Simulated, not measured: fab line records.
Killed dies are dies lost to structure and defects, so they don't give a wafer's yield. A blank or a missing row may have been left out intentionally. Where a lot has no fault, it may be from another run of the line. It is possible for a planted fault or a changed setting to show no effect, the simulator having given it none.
fab line records	flow n5_finfet
record: lots: 6	wafers: 17	last_day: 19
route steps=1938 shown BEOL_M0_SAQP@661 BEOL_M4@1111 PASSIVATION@1936
lots with no fault: from the same line, run without faults
start_h: start of the lot's first displayed wafer, in hours after the record's first day	wait_h: hours elapsed since this lot's preceding step	" identical to the entry in the row above	L1.1+2: a row that stands for several wafers	- no value, or no start was given	* or withheld: withheld	< > ~ a bound
route shown NAME@n: NAME is a module with steps in the file, n the number in the route of the first one	usual: mean and standard deviation over wafers with no fault	same: alike in all rows	chamber/n: place in a boat	sites: readings site by site	_std_site: the values' standard deviation	_edge_site: the outer-site mean with the inner-site mean subtracted	radius_mm: how far each site lies from the wafer's centre	mask NAME#n: copy n	behind: tool/chamber where the wafer was last shaped	hold: what put the lot on hold/how long, in hours/how the hold closed	device: transistor that didn't switch, given as n, p or np	end of line: the same wafers' tests at the end of the route	a step with no rows: only its recipe	killed: the dies lost at the first sort to structure and to defects; this is not the yield of the wafer	map: the dies of a wafer, with x for killed, . for not killed, _ for no die there
set.NAME: the run value of the setting; set.NAME@STEP: its run value at that earlier step	model.NAME: the simulator's own value behind a step, which no gauge read
lots at some steps of the route; a table a step, a row a wafer
services: when a tool's chamber went out of use (start_h, in hours from the record's first day, below 0 if earlier), for how many hours, and the reason
== steps ==
step: N5_BEOL_M0_SAQP_SRD_93
recipe: dry: ipa_marangoni	time_s: 30	temp_c: 23	rinse_liquid: diw
step: N5_BEOL_M0_SAQP_RECESS_114
recipe: chemistry: HF/NH3	target: SiO2	target_depth_a: 144	afs_cycles: 3	temp_c: 30	sublimation_temp_c: 180	sublimation_time_s: 60
step: N5_BEOL_M0_SAQP_SPACER1_ALD_98
recipe: material: SiO2	target_thk_a: 128	temp_c: 300	ald_precursor_family: BDEAS	ald_co_reactant: O2-plasma	pulse_time_s: 1	purge_time_s: 2	co_reactant_purge_time_s: 2	ald_cycles: 138	pressure_torr: 2
step: N5_BEOL_M0_SAQP_SPACER1_ETCHBACK_99
recipe: chemistry: CHF3/O2	mode: anisotropic_etchback	target: SiO2	target_depth_a: 154	time_s: 7.7	pressure_mtorr: 30	source_w: 650	bias_w: 170	Ar_flow_sccm: 200	CHF3_flow_sccm: 50	O2_flow_sccm: 5	ion_energy_ev: 200
usual: O2_flow_sccm: 5.002/0.015	drypump_motor_current_A: 5.9/0.49	oes_ar_750_au: 0.83/0.081	oes_f_703_au: 0.83/0.087	oes_product_au: 0.82/0.085	rf_vpp_V: 519/7.8	showerhead_plenum_p_Torr: 2.43/0.067	throttle_valve_pct: 18.72/0.29
lot.wafer	tool	chamber	start_h	wait_h	O2_flow_sccm	drypump_motor_current_A	oes_ar_750_au	oes_f_703_au	oes_product_au	rf_hours_counter_h	rf_vpp_V	showerhead_plenum_p_Torr	throttle_valve_pct
L981.2	rie_diel-01	2	127.92	0.3	5.000	5.7	0.88	0.88	0.89	22	524	2.46	18.73
L981.3	"	3	"	"	5.048	5.4	0.70	0.71	0.69	239	536	2.38	18.88
L981.4	"	0	"	"	5.001	6.5	0.84	0.84	0.84	85	516	2.42	18.58
L986.3	rie_diel-01	1	155.87	0.4	5.004	5.8	0.93	0.95	0.92	25	512	2.55	18.30
L986.4	"	2	"	"	4.973	5.7	0.86	0.86	0.87	30	524	2.45	18.72
L986.6	"	0	"	"	4.968	6.5	0.83	0.84	0.84	-	514	2.42	18.59
L987.1	rie_diel-03	0	159.14	0.3	5.051	4.9	0.80	0.79	0.79	130	522	2.42	18.63
L987.2	"	1	"	"	5.000	6.0	0.75	0.75	0.73	163	514	2.50	19.32
L987.4	"	3	"	"	5.013	6.6	0.94	0.95	0.93	13	516	2.47	18.66
L989.1	rie_diel-03	1	178.35	0.3	4.993	6.0	0.74	0.75	0.72	169	513	2.49	19.34
L989.2	"	3	"	"	5.000	6.6	0.92	0.93	0.92	19	516	2.47	18.67
L989.6	"	1	"	"	5.006	6.1	0.74	0.74	0.73	-	513	2.49	19.35
L100.2	rie_diel-02	0	251.14	0.3	5.001	5.6	0.89	0.89	0.91	32	513	2.37	18.79
L100.4	"	2	"	"	5.024	6.4	0.91	0.90	0.93	17	521	2.36	18.92
L100.5	"	0	"	"	4.983	5.6	0.89	0.89	0.90	-	513	2.37	18.78
L101.5	rie_diel-01	2	262.88	0.1	4.999	5.7	0.81	0.81	0.81	-	524	2.44	18.80
L101.6	"	3	"	"	4.988	5.4	0.91	0.92	0.90	-	535	2.37	18.49
step: N5_BEOL_M0_SAQP_MANDREL1_REMOVE_100
recipe: chemistry: HBr/Cl2/O2	bt_time_s: 10	target: a-Si	stop_on: SiNx	endpoint: OES-SiCl	over_etch_frac: 0.85	icp_w: 600	bias_w: 30	HBr_flow_sccm: 150	Cl2_flow_sccm: 80	O2_flow_sccm: 5	pressure_mtorr: 10
usual: O2_flow_sccm: 5.003/0.015	drypump_motor_current_A: 5.8/0.51	oes_product_au: 0.996/0.011	throttle_valve_pct: 36.80/0.25
lot.wafer	tool	chamber	start_h	wait_h	O2_flow_sccm	drypump_motor_current_A	oes_product_au	rf_hours_counter_h	throttle_valve_pct
L981.2	rie_si-03	3	128.00	0.1	5.003	6.4	0.986	81	36.91
L981.3	"	0	"	"	4.989	6.4	1.001	190	36.86
L981.4	"	2	"	"	5.002	6.1	1.000	13	36.59
L986.3	rie_si-02	3	155.96	0.1	5.010	5.9	0.996	150	36.74
L986.4	"	2	"	"	5.002	6.5	0.989	24	36.84
L986.6	"	2	"	"	5.008	6.5	0.999	-	36.85
L987.1	rie_si-03	2	159.23	0.1	4.994	6.1	0.992	14	36.58
L987.2	"	3	"	"	5.022	6.4	0.974	82	36.91
L987.4	"	1	"	"	4.978	5.2	0.983	71	36.50
L989.1	rie_si-02	2	178.44	0.1	5.019	6.5	0.992	24	36.85
L989.2	"	3	"	"	4.993	5.9	1.010	150	36.74
L989.6	"	1	"	"	5.006	5.1	1.016	-	37.24
L100.2	rie_si-02	1	251.23	0.1	5.005	5.1	0.987	95	37.27
L100.4	"	2	"	"	4.998	6.6	0.975	25	36.86
L100.5	"	0	"	"	4.985	5.7	0.991	-	36.75
L101.5	rie_si-06	3	262.98	0.1	5.001	5.2	0.987	-	36.60
L101.6	"	0	"	"	5.035	5.5	0.974	-	36.11
step: N5_BEOL_M0_SAQP_CD_MEAS_25
recipe: target_cd_nm: 13.1	landing_energy_ev: 1000	detector: se_inlens
usual: cd_nm: 12.79/0.21
same: landing_energy_ev: 1000
lot.wafer	tool	chamber	start_h	wait_h	cd_nm
L981.2	cd_sem-01	0	128.12	0.1	12.88
L981.3	"	0	"	"	12.43
L981.4	"	0	"	"	12.37
L986.3	cd_sem-01	0	156.07	0.1	12.64
L986.4	"	0	"	"	12.87
L986.6	"	0	"	"	12.72
L987.1	cd_sem-03	0	159.34	0.1	13.13
L987.2	"	0	"	"	13.14
L987.4	"	0	"	"	12.78
L989.1	cd_sem-01	0	178.55	0.1	13.14
L989.2	"	0	"	"	12.29
L989.6	"	0	"	"	12.82
L100.2	cd_sem-01	0	251.34	0.1	12.90
L100.4	"	0	"	"	12.91
L100.5	"	0	"	"	12.59
L101.5	cd_sem-02	0	263.05	0.0	12.94
L101.6	"	0	"	"	13.02
step: N5_BEOL_M0_SAQP_ETCH_101
recipe: chemistry: CH3F/O2	target: SiNx	mask_material: SiO2	target_depth_a: 299	time_s: 42.7	pressure_mtorr: 30	source_w: 395	bias_w: 73	Ar_flow_sccm: 150	CH3F_flow_sccm: 30	O2_flow_sccm: 20	ion_energy_ev: 120
usual: O2_flow_sccm: 19.99/0.06	drypump_motor_current_A: 5.8/0.5	oes_ar_750_au: 0.81/0.095	oes_f_703_au: 0.81/0.1	oes_product_au: 0.81/0.1	rf_fwd_power_W: 393.1/1.4	rf_vpp_V: 295/4.8	showerhead_plenum_p_Torr: 1.99/0.061	throttle_valve_pct: 16.3/0.31
lot.wafer	tool	chamber	start_h	wait_h	O2_flow_sccm	drypump_motor_current_A	oes_ar_750_au	oes_f_703_au	oes_product_au	rf_fwd_power_W	rf_hours_counter_h	rf_vpp_V	showerhead_plenum_p_Torr	throttle_valve_pct
L981.2	rie_diel-03	3	128.15	0.0	20.05	6.6	0.97	1.01	0.99	393.7	3	293	2.06	16.1
L981.3	"	1	"	"	20.02	6.1	0.76	0.77	0.73	392.5	155	291	2.07	16.7
L981.4	"	2	"	"	19.90	5.7	0.76	0.76	0.76	394.7	128	294	2.02	16.2
L986.3	rie_diel-02	3	156.22	0.1	20.00	6.2	0.70	0.69	0.70	390.8	213	300	1.91	16.5
L986.4	"	3	"	"	19.98	6.2	0.70	0.69	0.69	393.3	-	301	1.91	16.5
L986.6	"	1	"	"	19.98	5.2	0.71	0.71	0.70	390.9	-	289	1.92	16.8
L987.1	rie_diel-01	2	159.75	0.4	20.05	5.7	0.86	0.87	0.87	390.6	32	297	2.04	16.2
L987.2	"	1	"	"	20.00	5.8	0.92	0.95	0.92	393.8	26	290	2.12	15.8
L987.4	"	3	"	"	19.92	5.3	0.69	0.69	0.69	395.5	248	305	1.97	16.4
L989.1	rie_diel-03	0	178.59	0.0	19.94	4.9	0.79	0.79	0.78	393.2	136	297	2.01	16.1
L989.2	"	3	"	"	19.93	6.6	0.92	0.95	0.93	392.4	19	292	2.05	16.1
L989.6	"	0	"	"	20.02	4.9	0.78	0.79	0.79	392.4	-	298	2.01	16.1
L100.2	rie_diel-02	1	251.37	0.0	19.92	5.2	0.69	0.69	0.70	393.0	235	287	1.91	16.8
L100.4	"	3	"	"	20.00	6.2	0.69	0.68	0.68	393.4	235	301	1.90	16.6
L100.5	"	2	"	"	20.00	6.4	0.92	0.90	0.93	394.5	-	293	1.96	16.3
L101.5	rie_diel-02	2	263.13	0.1	19.99	6.4	0.90	0.90	0.92	392.6	-	295	1.95	16.3
L101.6	"	3	"	"	19.94	6.2	0.68	0.67	0.67	393.3	-	300	1.90	16.6
step: N5_BEOL_M0_SAQP_ETCH_102
recipe: chemistry: CF4	target: SiO2	target_depth_a: 40	ion_energy_ev: 350	time_s: 4.4	pressure_mtorr: 10	icp_w: 800	bias_w: 400	cf4_flow_sccm: 80
step: N5_BEOL_M0_SAQP_MANDREL_ETCH_103
recipe: chemistry: HBr/Cl2	target: a-Si	target_depth_a: 450	bt_time_s: 10	stop_on: SiCN	mask_material: SiO2	over_etch_frac: 0.8	time_s: 27	pressure_mtorr: 10	icp_w: 800	bias_w: 75	HBr_flow_sccm: 150	Cl2_flow_sccm: 80	ends: end_point
usual: drypump_motor_current_A: 5.7/0.46	oes_product_au: 0.681/0.012	rf_fwd_power_W: 793.1/2.8	throttle_valve_pct: 35.4/0.3
lot.wafer	tool	chamber	start_h	wait_h	drypump_motor_current_A	oes_product_au	rf_fwd_power_W	rf_hours_counter_h	throttle_valve_pct
L981.2	rie_si-02	2	128.29	0.0	6.5	0.669	788.7	23	35.6
L981.3	"	1	"	"	5.1	0.671	795.0	93	36.0
L981.4	"	3	"	"	5.9	0.691	795.4	149	35.5
L986.3	rie_si-06	3	156.36	0.0	5.2	0.669	796.0	76	35.3
L986.4	"	1	"	"	5.5	0.700	794.8	72	35.6
L986.6	"	0	"	"	5.6	0.673	793.4	-	34.8
L987.1	rie_si-06	0	159.89	0.0	5.5	0.682	789.9	78	34.8
L987.2	"	2	"	"	5.5	0.686	793.6	55	35.1
L987.4	"	3	"	"	5.2	0.666	792.0	76	35.3
L989.1	rie_si-06	2	178.73	0.0	5.5	0.703	795.0	55	35.1
L989.2	"	3	"	"	5.2	0.670	791.8	76	35.3
L989.6	"	2	"	"	5.5	0.705	793.2	-	35.0
L100.2	rie_si-03	3	251.51	0.0	6.3	0.683	792.2	84	35.6
L100.4	"	0	"	"	6.4	0.673	795.5	1	35.7
L100.5	"	3	"	"	6.3	0.679	799.4	-	35.7
L101.5	rie_si-03	1	263.25	0.0	5.2	0.683	791.8	-	35.2
L101.6	"	2	"	"	6.1	0.682	789.2	-	35.3
step: N5_BEOL_M0_SAQP_RECESS_104
recipe: chemistry: HF/NH3	target: SiO2	target_depth_a: 180	afs_cycles: 3	temp_c: 30	sublimation_temp_c: 180	sublimation_time_s: 60
step: N5_BEOL_M0_SAQP_COAT_105
recipe: resist: SOC	temp_c: 250	time_s: 60	spin_rpm: 1500	resist_thk_nm: 100
step: N5_BEOL_M0_SAQP_ETCH_106
recipe: chemistry: N2/H2	target: SOC	target_depth_a: 1500	stop_on: SiNx	ion_energy_ev: 100	bias_w: 61	pressure_mtorr: 30	source_w: 850	n2_flow_sccm: 200	h2_flow_sccm: 200
step: N5_BEOL_M0_SAQP_ETCH_107
recipe: chemistry: CH3F/O2	target: SiNx	target_depth_a: 300	mask_material: SOC	pressure_mtorr: 30	source_w: 395	bias_w: 73	Ar_flow_sccm: 150	CH3F_flow_sccm: 30	O2_flow_sccm: 20	ion_energy_ev: 120
usual: O2_flow_sccm: 19.99/0.061	drypump_motor_current_A: 5.9/0.52	oes_ar_750_au: 0.81/0.093	oes_f_703_au: 0.81/0.098	oes_product_au: 0.80/0.097	rf_fwd_power_W: 391.3/1.7	rf_vpp_V: 295/4.3	showerhead_plenum_p_Torr: 2.00/0.059	throttle_valve_pct: 16.30/0.3
lot.wafer	tool	chamber	start_h	wait_h	O2_flow_sccm	drypump_motor_current_A	oes_ar_750_au	oes_f_703_au	oes_product_au	rf_fwd_power_W	rf_hours_counter_h	rf_vpp_V	showerhead_plenum_p_Torr	throttle_valve_pct	model.BEOL_M0_SAQP.feature_depth_nm
L981.2	rie_diel-02	3	128.88	0.0	20.01	6.2	0.71	0.70	0.70	390.2	205	302	1.91	16.51	29.8
L981.3	"	2	"	"	19.95	6.4	0.70	0.69	0.68	391.2	243	295	1.96	16.74	28.8
L981.4	"	1	"	"	20.00	5.2	0.71	0.71	0.71	387.8	202	289	1.92	16.79	29.4
L986.3	rie_diel-02	1	157.10	0.0	20.07	5.2	0.70	0.71	0.71	391.1	211	290	1.92	16.81	29.8
L986.4	"	0	"	"	19.94	5.6	0.94	0.96	0.95	389.9	-	290	1.97	16.15	31
L986.6	"	1	"	"	20.11	5.2	0.71	0.71	0.72	390.6	-	290	1.92	16.81	30.2
L987.1	rie_diel-02	3	160.52	0.0	20.02	6.2	0.79	0.91	0.72	487.6	215	273	1.91	16.54	31.8
L987.2	"	1	"	"	20.04	5.2	0.80	0.92	0.74	484.3	213	261	1.92	16.81	32.6
L987.4	"	1	"	"	20.05	5.2	0.80	0.93	0.74	484.5	-	262	1.92	16.82	32.4
L989.1	rie_diel-02	3	179.46	0.0	19.98	6.2	0.78	0.91	0.73	487.1	220	271	1.91	16.55	32.2
L989.2	"	1	"	"	20.01	5.2	0.80	0.93	0.74	483.7	218	261	1.92	16.81	32
L989.6	"	2	"	"	20.03	6.4	1.11	1.27	1.04	487.4	-	265	1.96	16.30	33
L100.2	rie_diel-01	3	252.10	0.0	19.90	5.4	0.91	0.92	0.92	395.0	18	305	1.97	15.93	30.6
L100.4	"	1	"	"	19.95	5.8	0.86	0.90	0.85	390.9	59	290	2.11	15.81	30.2
L100.5	"	0	"	"	20.01	6.5	0.80	0.80	0.79	391.7	-	293	2.00	16.11	29.8
L101.5	rie_diel-01	3	264.09	0.0	20.00	5.3	0.91	0.91	0.90	391.3	-	305	1.97	15.96	30.2
L101.6	"	2	"	"	20.03	5.7	0.81	0.81	0.81	388.2	-	296	2.03	16.24	29.6
step: N5_BEOL_M0_SAQP_STRIP_108
recipe: chemistry: N2/H2	power_w: 500	temp_c: 40	pressure_mtorr: 50	rf_frequency_hz: 6e+07	overash_fraction: 0.3	bias_power_w: 28	h2_frac: 0.5	n2_flow_sccm: 300	h2_flow_sccm: 300
usual: drypump_motor_current_A: 5.9/0.52	oes_product_au: 0.81/0.097	rf_vpp_V: 122.0/0.99	showerhead_plenum_p_Torr: 3.36/0.1	throttle_valve_pct: 18.8/0.33
lot.wafer	tool	chamber	start_h	wait_h	drypump_motor_current_A	oes_product_au	rf_hours_counter_h	rf_vpp_V	showerhead_plenum_p_Torr	throttle_valve_pct
L981.2	rie_diel-02	3	128.92	0.0	6.2	0.70	205	122.4	3.21	19.3
L981.3	"	2	"	"	6.4	0.67	243	122.6	3.30	19.1
L981.4	"	1	"	"	5.2	0.71	202	121.4	3.20	19.1
L986.3	rie_diel-02	1	157.14	0.0	5.2	0.71	211	121.3	3.19	19.1
L986.4	"	0	"	"	5.6	0.97	-	122.0	3.29	18.5
L986.6	"	1	"	"	5.2	0.71	-	121.7	3.19	19.1
L987.1	rie_diel-02	3	160.56	0.0	6.2	0.68	215	121.0	3.21	19.3
L987.2	"	1	"	"	5.2	0.71	213	121.0	3.19	19.1
L987.4	"	1	"	"	5.2	0.71	-	121.8	3.19	19.1
L989.1	rie_diel-02	3	179.50	0.0	6.2	0.67	220	119.2	3.20	19.4
L989.2	"	1	"	"	5.2	0.70	218	119.5	3.19	19.1
L989.6	"	2	"	"	6.4	0.98	-	122.6	3.30	18.7
L100.2	rie_diel-01	3	252.14	0.0	5.4	0.91	18	121.0	3.28	18.1
L100.4	"	1	"	"	5.8	0.86	59	123.5	3.54	18.6
L100.5	"	0	"	"	6.5	0.79	-	121.8	3.37	18.8
L101.5	rie_diel-01	3	264.13	0.0	5.4	0.90	-	121.5	3.27	18.1
L101.6	"	2	"	"	5.7	0.82	-	123.7	3.43	18.8
step: N5_BEOL_M4_RC_MEAS_101
usual: DIBL_N: 37.2/2.1	DIBL_P: 37.3/2.3	IOFF_N: 0.18/0.041	IOFF_P: 0.24/0.042	ION_N: 680/13	ION_P: 466/7.7	SS_N: 71.8/0.68	SS_P: 73.5/0.66	VT_N: 249/3.6	VT_P: -248/3.4
lot.wafer	tool	chamber	start_h	wait_h	DIBL_N[mV/V]	DIBL_P[mV/V]	IOFF_N[nA/um]	IOFF_P[nA/um]	ION_N[uA/um]	ION_P[uA/um]	SS_N[mV/dec]	SS_P[mV/dec]	VT_N[mV]	VT_P[mV]
L981.2	prober-01	0	193.39	0.2	37.7	37.8	0.20	0.23	693	469	72.1	73.6	244	-249
L981.3	"	0	"	"	40.1	40.1	0.26	0.28	705	475	72.5	74.2	242	-248
L981.4	"	0	"	"	39.1	39.1	0.22	0.27	706	476	72.3	74.0	244	-246
L986.3	prober-01	0	211.91	0.3	38.4	39.0	0.21	0.26	688	465	72.0	73.7	244	-249
L986.4	"	0	"	"	33.6	34.5	0.12	0.18	661	463	71.1	72.1	252	-252
L986.6	"	0	"	"	33.7	34.4	0.12	0.18	663	460	70.5	72.4	251	-252
L987.1	prober-02	0	228.02	0.0	34.0	34.7	0.15	0.24	676	473	71.2	73.5	250	-245
L987.2	"	0	"	"	34.9	35.6	0.17	0.26	680	474	72.8	73.0	248	-242
L987.4	"	0	"	"	30.1	30.5	0.09	0.19	659	472	70.6	72.4	255	-246
L989.1	prober-01	0	229.21	0.2	38.3	37.2	0.19	0.24	686	468	71.4	73.2	245	-246
L989.2	"	0	"	"	38.0	35.8	0.16	0.20	676	460	71.5	73.0	252	-249
L989.6	"	0	"	"	38.4	35.9	0.15	0.20	665	453	71.1	72.9	252	-251
L100.2	prober-01	0	332.52	0.2	35.1	36.0	0.14	0.21	669	468	71.3	73.0	255	-251
L100.4	"	0	"	"	35.4	37.4	0.15	0.25	672	469	71.0	72.8	251	-246
L100.5	"	0	"	"	34.0	35.7	0.14	0.21	669	464	70.7	72.6	254	-249
L101.5	prober-02	0	336.51	0.6	39.7	40.4	0.25	0.33	698	472	72.4	74.7	246	-243
L101.6	"	0	"	"	39.6	39.7	0.24	0.31	690	468	72.3	74.9	247	-244
step: N5_PASSIVATION_PROBE_49
usual: defect_limited_yield: 91.0/1.6	killed_at_M0_to_M3: 35/11	killed_at_M4_up: 14/5.3	killed_at_contacts: 13/6.7	killed_at_front_end: 41/12	killed_at_other: 3.9/2.7	killed_dies: 106/19	killed_open: 70/14	killed_short: 35/8.8	sort_bin_5_function: 5.3/1	sort_bin_6_memory: 3.3/0.81	sort_n_pass: 1073/19	sort_yield_pct: 91.0/1.6
same: gross_dies: 1180	killed_at_back_side: 0	sort_bin_4_leakage[%]: 0	sort_bin_8_speed[%]: 0
lot.wafer	tool	chamber	start_h	wait_h	defect_limited_yield[%]	killed_at_M0_to_M3	killed_at_M4_up	killed_at_contacts	killed_at_front_end	killed_at_other	killed_dies	killed_open	killed_short	sort_bin_5_function[%]	sort_bin_6_memory[%]	sort_n_pass	sort_yield_pct[%]
L986.3	prober-02	-	325.93	0.1	89.4	43	16	12	46	8	125	60	64	6.2	3.9	1055	89.4
L986.4	prober-02	-	325.98	0.2	90.2	34	17	16	43	6	116	74	39	6.3	3.2	1064	90.2
L986.6	prober-02	-	326.08	0.3	90.3	26	11	10	64	3	114	72	39	6.0	3.1	1066	90.3
killed by level:class
L986.3 FIN_SAQP:geometric_particle:short=18 BEOL_M0_SAQP:geometric_particle:short=18 FIN_SAQP:geometric_particle:open=11 MOL_CONTACT_COAG:geometric_particle:open=9 BEOL_M0_SAQP:geometric_particle:open=9 BEOL_M3:geometric_particle:open=8 BEOL_M1:geometric_particle:short=5 STARTING-WAFER:geometric_particle:short=5
L986.4 FIN_SAQP:geometric_particle:open=16 MOL_CONTACT_COAG:geometric_particle:open=13 BEOL_M0_SAQP:geometric_particle:open=11 BEOL_M0_SAQP:geometric_particle:short=10 BEOL_M4:geometric_particle:open=7 FIN_SAQP:geometric_particle:short=6 BEOL_M1:geometric_particle:open=5 BEOL_M4:geometric_particle:short=5
L986.6 FIN_SAQP:geometric_particle:open=16 STI_FIN_REVEAL:geometric_particle:open=11 FIN_SAQP:geometric_particle:short=8 GATE_CUT:geometric_particle:short=8 MOL_CONTACT_COAG:geometric_particle:open=7 BEOL_M1:geometric_particle:open=7 GATE_CUT:geometric_particle:open=5 ILD0:geometric_particle:open=4
== services ==
tool	chamber	start_h	hours	kind
rie_diel-02	0	105.21	-	clean
rie_diel-02	0	105.21	-	consumable_replace:focus_ring
rie_diel-02	0	105.21	21.7	scheduled_down
rie_diel-02	0	105.21	21.7	vent_cycle
rie_diel-03	3	108.72	-	clean
rie_diel-03	3	108.72	-	consumable_replace:focus_ring
rie_si-06	3	148.72	5.3	repair
rie_diel-02	2	152.47	-	clean
rie_diel-02	2	152.47	-	consumable_replace:focus_ring
rie_diel-02	2	152.47	24.3	scheduled_down
rie_diel-02	2	152.47	24.3	vent_cycle
rie_diel-03	2	170.50	10.6	repair
rie_diel-01	3	172.28	-	clean
rie_diel-01	3	172.28	-	consumable_replace:focus_ring
rie_diel-01	3	172.28	17.3	scheduled_down
rie_diel-01	3	172.28	17.3	vent_cycle
rie_si-03	0	179.04	-	clean
rie_si-03	0	179.04	17.6	scheduled_down
rie_si-03	0	179.04	17.6	vent_cycle
rie_diel-02	-	186.52	0.8	repair
rie_si-03	0	211.39	15.0	repair
rie_diel-01	3	216.72	5.4	repair
rie_diel-02	-	226.79	14.6	pm
== key ==
first_sign: step: N5_BEOL_M0_SAQP_ETCH_107	reading: rf_fwd_power_W	direction: up	sigmas: 55	usual: *	struck: *
effect: step: N5_BEOL_M0_SAQP_ETCH_107	reading: rf_vpp_V	direction: down	sigmas: 6.6	usual: 295	struck: 266
model_effect: step: N5_BEOL_M0_SAQP_ETCH_107	value: BEOL_M0_SAQP.feature_depth_nm	without: 29.8	struck: 32.33
met_at N5_BEOL_M0_SAQP_ETCH_107
struck_wafers L987.1,L987.2,L987.4,L989.1,L989.2,L989.6
onset_between 157.10 160.52
fault: kind: process_parameter_drift	tool: rie_diel-02	chamber: -	onset_h: 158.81	steps: N5_BEOL_M0_SAQP_ETCH_107	channel: source_w	offset: 94.8	shape: step	end_h: 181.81	acts_in: these_recipes_only	stated: 395
